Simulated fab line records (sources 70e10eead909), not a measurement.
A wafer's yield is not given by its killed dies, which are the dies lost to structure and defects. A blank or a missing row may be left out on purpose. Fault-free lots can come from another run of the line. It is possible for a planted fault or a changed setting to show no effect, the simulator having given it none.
Matching of chambers	flow nandHarc	NHARC_P_CONTACT_DEP_30 on pecvd-01 has 3 sister chambers
The step deposits SiNx, target thk 30 nm. 6 wafers are shown with their chamber, then 9 later ones without.

## WAFERS WITH THEIR CHAMBER
wafer	chamber	rfFwdPowerW (W)	heaterPowerW (W)
L076.5	2	447.5	748
L083.2	0	449.2	760
L083.5	0	448.5	760
L084.1	1	450.3	722
L084.4	2	449.6	695
L084.6	1	452.2	721

## WAFERS WHOSE CHAMBER IS MISSING
wafer	rfFwdPowerW (W)	heaterPowerW (W)
L085.2	450.5	739
L085.3	447.6	704
L085.6	448.5	722
L089.1	447.2	712
L089.3	448.4	800
L089.6	449.3	721
L091.1	450.4	704
L091.3	448.8	707
L091.4	448.1	688

## EACH ONE'S CHAMBER
wafer	from the rows above	in truth
L085.2	can't be placed: 1 or 0 or 2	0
L085.3	can't be placed: 2 or 0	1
L085.6	can't be placed: 2 or 0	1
L089.1	can't be placed: 2 or 0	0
L089.3	can't be placed: 0 or 2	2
L089.6	can't be placed: 2 or 1 or 0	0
L091.1	can't be placed: 1 or 2 or 0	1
L091.3	can't be placed: 2 or 1 or 0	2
L091.4	can't be placed: 2 or 1 or 0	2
Placed correctly: 0 of 9. From these rows, 9 cannot be placed; in 7 the true chamber is one of the candidates. Number placed wrongly: 0.
How it was worked out, from the rows above alone: a wafer's distance from a chamber is the root of the sum, over the readings, of the square of ((its reading less the chamber's mean) divided by the reading's scatter). If the next closest chamber is less than 2 further off than the closest, the wafer can't be placed; otherwise it belongs to the closest. The mean given for a chamber averages the wafers shown for that chamber. The scatter: take each reading less its chamber's mean, square it, sum over the shown wafers, divide by the number of wafers less the number of chambers, and take the root.
